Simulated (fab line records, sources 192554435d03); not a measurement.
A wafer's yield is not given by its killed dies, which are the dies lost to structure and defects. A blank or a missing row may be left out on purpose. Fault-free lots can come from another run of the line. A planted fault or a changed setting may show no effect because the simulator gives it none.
fab line records    flow n5Finfet
record lots=3  wafers=8  lastDay=18
route steps=1938 shown BEOL_M4@1099 BEOL_M5@1112 BEOL_M7@1302 PASSIVATION@1936
lots that met no fault: from a run of the same line without faults
startH: the number of hours between the record's first day and the start of the first shown wafer of the lot    waitH: time in hours since the lot's previous step    " the same as in the row above    L1.1+2: a single row standing in for several wafers    - no value present, or no start provided    * or withheld: withheld    < > ~ a bound
route shown NAME@n: a module of which the file shows steps, and the number in the route of the first    usual: mean and standard deviation over wafers with no fault    same: alike in all rows    chamber/n: place in a boat    sites: each site's reading    _std_site: how widely they spread, as a standard deviation    _edge_site: outer sites' mean less inner sites'    radiusMm: for every site, how far away it sits from the centre of the wafer    mask NAME#n: copy n    behind: tool/chamber where the wafer was last shaped    hold: why the lot was held/for how many hours/how that ended    device: which transistor (n, p or np) failed to switch    end of line: at the end of the route, the tests of the same wafers    for a step that has no rows: nothing shown but its recipe    killed: count of dies lost to structure and defects at first sort (not the wafer's yield)    map: dies across one wafer; x = killed, . = not, _ = none there
set.NAME: setting as actually run; set.NAME@STEP: the setting as run at that earlier step    model.NAME: the simulator's own value behind a step, which no gauge read
lots at some steps of the route; a table a step, a row a wafer
services: from which hour (startH, from the record's first day; less than 0 if before it) a tool's chamber was out of use, for how many hours, and why
## steps
# step N5_BEOL_M4_ANNEAL_95
# recipe tempC=400  timeS=240  ambient=vacuum
# step N5_BEOL_M4_SPUTTER_96
# recipe material=Cu  targetThkA=45  tempC=-20  chamberPressurePa=0.07  powerW=withheld  timeS=8.29
# step N5_BEOL_M4_ECD_50
# recipe material=Cu  targetThkA=3000
# step N5_BEOL_M4_ANNEAL_51
# recipe tempC=225  timeS=90  ambient=N2
# step N5_BEOL_M4_CMP_52
# recipe stopOn=SiOC  tOverpolishS=6.8  downForcePsi=1  platenRpm=50  clearingPlatenDownForcePsi=1.5  clearingPlatenRpm=50  postCmpClean=cuAlkaline  targetThkNm=40  clearingPlatenPadVelocityMS=0.99484  padVelocityMS=0.99484
# step N5_BEOL_M4_PRE_CLEAN_60
# recipe gas=NH3/H2  timeS=15  tempC=*  rfPowerW=300
# step N5_BEOL_M4_CO_CAP_55
# recipe material=Co  targetThkA=20  tempC=200  precursor=CCTBA/H2  pressureTorr=30  timeS=102.1
# step N5_BEOL_M4_PRE_CLEAN_56
# recipe gas=NH3  timeS=15  tempC=withheld  rfPowerW=300
# step N5_BEOL_M4_DEP_57
# recipe material=SiCN  targetThkA=80  tempC=withheld  precursor=3MS/NH3  pressureTorr=3  rfW=202  timeS=14
# step N5_BEOL_M4_RC_MEAS_101
# usual DIBL_N=37.4/2.1  DIBL_P=37.8/2.5  IOFF_N=0.19/0.045  IOFF_P=0.24/0.05  ION_N=682/16  ION_P=467/11  SS_N=71.9/0.67  SS_P=73.6/0.76  VT_N=247/3.6  VT_P=-248/3.6
lot.wafer  tool       chamber  startH  waitH  DIBL_N[mV/V]  DIBL_P[mV/V]  IOFF_N[nA/um]  IOFF_P[nA/um]  ION_N[uA/um]  ION_P[uA/um]  SS_N[mV/dec]  SS_P[mV/dec]  VT_N[mV]  VT_P[mV]
L453.1     prober-01  0        245.60  0.0    36.6          37.9          0.19           0.22           702           482           71.5          72.8          248       -251
L453.2     "          0        "       "      37.0          37.3          0.17           0.21           688           470           72.2          73.3          250       -251
L453.5     "          0        "       "      38.4          40.5          0.19           0.27           685           470           71.9          74.3          248       -249
L461.4     prober-02  0        288.53  0.5    36.0          34.2          0.15           0.21           652           453           71.8          73.1          255       -249
L461.6     "          0        "       "      37.8          37.1          0.20           0.28           711           489           71.2          74.0          244       -244
L464.1     prober-02  0        329.94  0.0    39.5          39.0          0.24           0.27           690           469           73.6          73.9          246       -248
L464.3     "          0        "       "      34.4          33.8          0.12           0.18           667           463           71.6          72.9          252       -249
L464.4     "          0        "       "      37.3          38.7          0.20           0.29           689           480           72.7          74.2          243       -243
# step N5_BEOL_M5_ILD_DEP_00
# recipe material=SiCOH_lowk  targetThkA=1406.4  tempC=300  precursor=DEMS/porogen  pressureTorr=5  rfW=500  timeS=25.9
# step N5_BEOL_M5_CURE_79
# recipe tempC=385  timeS=240  ambient=He/Ar  material=SiCOH_lowk
# step N5_BEOL_M5_PECVD_70
# recipe material=SiO2  targetThkA=160  tempC=400  precursor=TEOS/O2  pressureTorr=5.5  rfW=450  teosFlowSccm=53.8  gas=O2  flowSccm=3000  timeS=18
# step N5_BEOL_M5_HM_DEP_02
# recipe material=TiN  targetThkA=200  tempC=25  chamberPressurePa=0.49996
# step N5_BEOL_M5_COAT_59
# recipe resist=SOC  tempC=250  timeS=60  spinRpm=1500  resistThkNm=60
# step N5_BEOL_M5_COAT_60
# recipe resist=SiARC  tempC=220  timeS=60  spinRpm=1500  resistThkNm=12
# step N5_BEOL_M5_COAT_71
# recipe resist=underlayer  tempC=205  timeS=60  spinRpm=1500  resistThkNm=5
# step N5_BEOL_M5_COAT_05
# recipe resist=CAR-EUV  spinRpm=1500  resistThkNm=30
# step N5_BEOL_M5_EBR_07
# recipe solvent=PGMEA  ebrWidthMm=1.5
# step N5_BEOL_M5_SOFTBAKE_06
# recipe tempC=110  timeS=60  resist=CAR-EUV
# step N5_BEOL_M5_EXPOSE_08
# recipe maskId=M5  na=0.33  sourceShape=annular  sigmaInner=0.4  sigmaOuter=0.8  polarization=unpolarized  targetCdNm=28  doseMj=35.75
# step N5_BEOL_M5_PEB_09
# recipe pebTempC=100  pebTimeS=60  resist=CAR-EUV
# step N5_BEOL_M5_DEVELOP_10
# recipe developTimeS=30  developer=TMAH  resist=CAR-EUV  rinseLiquid=surfactantRinse  dry=airSpin  devTempC=23
# step N5_BEOL_M5_DESCUM_16
# recipe chemistry=O2  timeS=7  sourcePowerW=50  biasPowerW=20  pressureMtorr=20  rfFrequencyHz=2.712e+07  tempC=40  resist=CAR-EUV  o2FlowSccm=225
# step N5_BEOL_M5_ETCH_72
# recipe chemistry=N2/H2  target=underlayer  targetDepthA=65  maskMaterial=CAR-EUV  timeS=5.2  ionEnergyEv=200  pressureMtorr=30  sourceW=840  biasW=150  n2FlowSccm=200  h2FlowSccm=200  ends=cleared
# step N5_BEOL_M5_ETCH_61
# recipe chemistry=CF4  target=SiARC  targetDepthA=156  maskMaterial=CAR-EUV  timeS=26  ionEnergyEv=80  pressureMtorr=40  sourceW=545  biasW=36  Ar_flow_sccm=100  cf4FlowSccm=100  ends=cleared
# step N5_BEOL_M5_ETCH_62
# recipe chemistry=N2/H2  target=SOC  targetDepthA=750  overetchA=150  maskMaterial=SiARC  tempC=40  timeS=112.5  ionEnergyEv=200  pressureMtorr=30  sourceW=840  biasW=150  n2FlowSccm=200  h2FlowSccm=200
# step N5_BEOL_M5_STRIP_63
# recipe chemistry=N2/H2  tempC=40  n2FlowSccm=200  h2FlowSccm=200  rfFrequencyHz=6e+07
# step N5_BEOL_M5_STRIP_73
# recipe chemistry=N2/H2  tempC=40  n2FlowSccm=200  h2FlowSccm=200  rfFrequencyHz=6e+07
# step N5_BEOL_M5_STRIP_64
# recipe chemistry=CF4  resist=SiARC  powerW=300  biasPowerW=75  pressureMtorr=50  cf4FlowSccm=150  rfFrequencyHz=6e+07
# step N5_BEOL_M5_HM_OPEN_17
# recipe chemistry=Cl2/BCl3  targetDepthA=200  overetchA=60  target=TiN  maskMaterial=SOC  ionEnergyEv=150  pressureMtorr=10  icpW=1000  biasW=126  Cl2_flow_sccm=53.25  bcl3FlowSccm=21.75  Ar_flow_sccm=25
# step N5_BEOL_M5_STRIP_19
# recipe chemistry=O2  powerW=400  tempC=40  pressureMtorr=30  rfFrequencyHz=6e+07  biasPowerW=0  overashFraction=0.2  o2FlowSccm=225
# step N5_BEOL_M5_COAT_65
# recipe resist=SOC  tempC=250  timeS=60  spinRpm=1500  resistThkNm=60
# step N5_BEOL_M5_COAT_66
# recipe resist=SiARC  tempC=220  timeS=60  spinRpm=1500  resistThkNm=12
# step N5_BEOL_M7_ETCH_66
# recipe chemistry=N2/H2  target=SOC  targetDepthA=800  overetchA=160  maskMaterial=SiARC  tempC=40  timeS=120  ionEnergyEv=200  pressureMtorr=30  sourceW=840  biasW=150  n2FlowSccm=200  h2FlowSccm=200
# usual drypumpMotorCurrentA=5.8/0.34  oesProductAu=0.62/0.064  rfVppV=523/3.2  runLengthS=143.5/0.49  showerheadPlenumPTorr=2.50/0.11  throttleValvePct=17.7/0.31
lot.wafer  tool        chamber  startH  waitH  drypumpMotorCurrentA  oesProductAu  rfHoursCounterH  rfVppV  runLengthS  showerheadPlenumPTorr  throttleValvePct  model.SiARC_of_BEOL_M7_COAT_64.thkNm  model.etch.depthNm  model.BEOL_M7.cdNm
L453.1     rieDiel-03  1        274.56  0.0    5.6                   0.54          218              522     143.7       2.40                   18.1              6.4                                   59.82               40.6
L453.2     "           0        "       "      5.8                   0.85          66               526     93.4        2.57                   18.1              8.6                                   58.84               39.6
L453.5     "           0        "       "      5.9                   0.84          -                526     93.2        2.57                   18.1              8.6                                   58.73               39.6
L461.4     rieDiel-04  1        320.44  0.0    6.2                   0.55          211              527     142.6       2.59                   17.6              7                                     60                  39.4
L461.6     "           1        "       "      6.2                   0.55          -                527     142.7       2.59                   17.6              7                                     60.04               39.4
L464.1     rieDiel-03  3        358.72  0.0    5.5                   0.66          35               529     143.1       2.70                   17.3              6.6                                   59.65               40.2
L464.3     "           2        "       "      6.5                   0.67          49               521     143.6       2.46                   17.2              6.4                                   59.89               40
L464.4     "           0        "       "      5.9                   0.61          92               525     142.5       2.56                   18.1              6.4                                   59.8                40.2
# step N5_BEOL_M7_VIA_ETCH_34
# recipe chemistry=C4F6/O2  target=SiCOH_lowk  targetDepthA=1255  maskMaterial=SOC  taperDeg=4  timeS=50.5  ionEnergyEv=250  pressureMtorr=30  sourceW=345  biasW=185  Ar_flow_sccm=300  C4F6_flow_sccm=10  O2_flow_sccm=10
# usual drypumpMotorCurrentA=5.8/0.35  oesProductAu=0.81/0.088  rfVppV=656/14  runLengthS=74.0/0.44  showerheadPlenumPTorr=2.83/0.12  throttleValvePct=20.85/0.26
lot.wafer  tool        chamber  startH  waitH  drypumpMotorCurrentA  oesProductAu  rfHoursCounterH  rfVppV  runLengthS  showerheadPlenumPTorr  throttleValvePct  model.BEOL_M7.cdNm
L453.1     rieDiel-03  1        274.67  0.0    5.5                   0.73          218              652     74.2        2.70                   21.20             40.6
L453.2     "           0        "       "      5.8                   0.84          67               648     73.1        2.86                   20.98             39.6
L453.5     "           0        "       "      5.8                   0.84          -                647     73.0        2.86                   20.97             39.8
L461.4     rieDiel-04  1        320.54  0.0    6.2                   0.70          211              667     73.2        2.94                   20.83             39.6
L461.6     "           1        "       "      6.2                   0.69          -                665     73.1        2.94                   20.84             39.6
L464.1     rieDiel-03  3        358.82  0.0    5.5                   0.87          35               658     74.1        3.04                   20.57             40.4
L464.3     "           2        "       "      6.6                   0.87          49               648     74.2        2.79                   20.51             40
L464.4     "           0        "       "      5.8                   0.80          92               648     73.2        2.85                   21.00             40.2
# step N5_PASSIVATION_PROBE_49
# usual defectLimitedYield=90.9/1.6  killed_at_M0_to_M3=34/10  killed_at_M4_up=13/5.4  killedAtContacts=13/6  killedAtFrontEnd=42/13  killedAtOther=4/3.2  killedDies=107/18  killedOnRim=14/4.2  killedOpen=69/14  killedShort=35/7.7  sort_bin_5_function=5.3/1  sort_bin_6_memory=3.3/0.75  sortNPass=1073/19  sortYieldPct=90.9/1.6
# same grossDies=1180  killedAtBackSide=0  sort_bin_4_leakage[%]=0  sort_bin_8_speed[%]=0
lot.wafer  tool       chamber  startH  waitH  defectLimitedYield[%]  killed_at_M0_to_M3  killed_at_M4_up  killedAtContacts  killedAtFrontEnd  killedAtOther  killedDies  killedOnRim  killedOpen  killedShort  sort_bin_5_function[%]  sort_bin_6_memory[%]  sortNPass  sortYieldPct[%]
L453.1     prober-01  -        353.28  0.0    89.7                   40                  16               7                 53                5              121         18           63          50           6.0                     3.6                   1059       89.7
L453.2     prober-01  -        353.33  0.1    82.7                   44                  71               23                63                3              204         57           102         37           11.9                    5.1                   976        82.7
L453.5     prober-01  -        353.48  0.2    79.8                   43                  128              13                50                4              238         45           81          39           15.2                    4.7                   942        79.8
L461.4     prober-01  -        395.05  0.2    92.1                   15                  11               14                52                1              93          15           60          26           5.4                     2.3                   1087       92.1
L461.6     prober-01  -        395.15  0.3    91.4                   39                  9                12                37                4              101         13           66          34           4.8                     3.6                   1079       91.4
# killed by level:class
L453.1 BEOL_M0_SAQP:geometricParticle:short=14 BEOL_M4:geometricParticle:open=9 DUMMY_GATE:geometricParticle:open=8 FIN_SAQP:geometricParticle:short=7 BEOL_M3:geometricParticle:open=7 GATE_CUT:geometricParticle:short=6 BEOL_M0_SAQP:geometricParticle:open=6 FIN_SAQP:geometricParticle:open=5
L453.2 BEOL_M7:areaEtch=57 MOL_CONTACT_COAG:geometricParticle:open=19 FIN_SAQP:geometricParticle:open=18 STI_FIN_REVEAL:geometricParticle:open=15 BEOL_M1:geometricParticle:open=10 BEOL_M0_SAQP:geometricParticle:short=10 BEOL_M0_SAQP:geometricParticle:open=7 BEOL_M3:geometricParticle:open=7
L453.5 BEOL_M7:areaEtch=114 FIN_SAQP:geometricParticle:open=11 FIN_SAQP:geometricParticle:short=10 MOL_CONTACT_COAG:geometricParticle:open=10 BEOL_M2:geometricParticle:open=9 BEOL_M3:geometricParticle:open=8 BEOL_M0_SAQP:geometricParticle:open=7 BEOL_M1:geometricParticle:open=6
L461.4 FIN_SAQP:geometricParticle:open=13 MOL_CONTACT_COAG:geometricParticle:open=9 FIN_SAQP:geometricParticle:short=8 STI_FIN_REVEAL:geometricParticle:open=7 FIN_CUT:areaEtch=6 DUMMY_GATE:geometricParticle:open=5 MOL_CONTACT_COAG:geometricParticle:short=5 BEOL_M0_SAQP:geometricParticle:open=4
L461.6 BEOL_M0_SAQP:geometricParticle:short=13 FIN_SAQP:geometricParticle:open=12 MOL_CONTACT_COAG:geometricParticle:open=10 BEOL_M3:geometricParticle:open=9 FIN_SAQP:geometricParticle:short=6 STI_FIN_REVEAL:geometricParticle:open=6 BEOL_M0:geometricParticle:open=6 BEOL_M0_SAQP:geometricParticle:open=5
# map L453.5 (x killed, . not)
_________________..xx......xx________________
______________...x..x..x........_____________
___________x.xxx.....x.......x....x__________
__________....x.x..xx....x.....x...._________
________......x..x.x..x.....x...x.xx.._______
_______....x..x..x.....................______
______..x......x...x...................._____
_____x....x.......xxx.x...x..............____
____..........xx...........x.xx......x.x..___
___x..........x...xx.x.x.......x..........x__
___x...................x.x.x..xx........x..__
__........xx....x..x..................x..x.x_
__.x................x.....x..............x.x_
_....x..........x..x.xx............x..x.x...x
_...........x..x..........x...x.xx..........x
_.x........xx.xxx..x.......x.x..............x
_.......xx....xx..................x.x..x..x..
_........x.....x....x...........x..x....xx..x
_............x.x.....x........x.x.....x..x.xx
_..........x..x...x........x.............x.xx
_x..........x.x...x.x..x..........x.....xx..x
__...........xxx.x.xx.......x.............xx_
__.xx............x...............x........x._
___...x.......x.xx..x.........x...x.......x__
___......xxx.x..xxx.xx.......x........x....__
____x...........x.x.xx..............x.....___
_____............x...x...x.......xx..x..x____
______x.........xxxxx....x.............x_____
_______x..x..x....x.x.....x.....x......______
________.x....xxxxxx.x.......x..x..x.x_______
__________...xx..xxxx....x........xx_________
___________..xx..x..xx..x.......x..__________
______________...x...x..x.....x._____________
_________________......x....x________________
# map L464.4 (x killed, . not)
_________________....x.x.x...________________
______________.x.x.........x...._____________
___________....x..................x__________
__________x....x.............x..x..._________
________.............................._______
_______x...................x...........______
______...x......................x......._____
_____x....................x..x.x.........____
____.....xx...........x..x.......x...xx...___
___...x.................x.......x..........__
___.........x...............x.............x__
__....x........x......x.x.....x............._
__x......x.......x......x.....x..x.....x...._
_....................xxx......x.x............
_x............x..x..........x.x..............
_...x...x............x......x.......x........
_....x...............x..x...x...........x....
_............x......................x........
_....x........x....xx.........x.x..x.........
_..............x.x..................x.......x
_...........x.x.....x....x.............x.....
__...x.................x.........x.x.x......_
__xx..........x..................xx......x.._
___.............xx...............x.......x.__
___..............x...x....x..x.......x.....__
____........x.............................___
_____.x.............x......x....x........____
______........x........................._____
_______.x...x.x..x...x.................______
________.x......x............x...x...._______
__________.......x.............x...._________
___________.....x..........x...x...__________
______________...............x.._____________
_________________.....x..x...________________
## services
tool        chamber  startH  hours  kind
rieDiel-03  -        267.61  2.8    pm
rieDiel-03  3        285.89  4.9    repair
rieDiel-04  0        341.79  8.0    repair
## key
firstSign step=N5_BEOL_M7_ETCH_66  reading=runLengthS  direction=down  sigmas=99+  usual=*  struck=*
effect step=N5_BEOL_M7_ETCH_66  reading=oesProductAu  direction=up  sigmas=3.5  usual=0.62  struck=0.84
effect step=N5_PASSIVATION_PROBE_49  reading=killed_at_M4_up  direction=up  sigmas=16  usual=13  struck=100
modelEffect step=N5_BEOL_M7_ETCH_66  value=SiARC_of_BEOL_M7_COAT_64.thkNm  without=6.3  struck=8.6
modelEffect step=N5_BEOL_M7_VIA_ETCH_34  value=BEOL_M7.cdNm  without=40.7  struck=39.7
moreKillsBornAt N5_BEOL_M7_ETCH_66@rieDiel-03=171
metAt N5_BEOL_M7_ETCH_66
struckWafers L453.2,L453.5
fault kind=processParameterDrift  tool=rieDiel-03  chamber=0  onsetH=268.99  steps=N5_BEOL_M7_ETCH_66  channel=timeS  offset=*  shape=step  endH=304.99  actsIn=*  stated=*
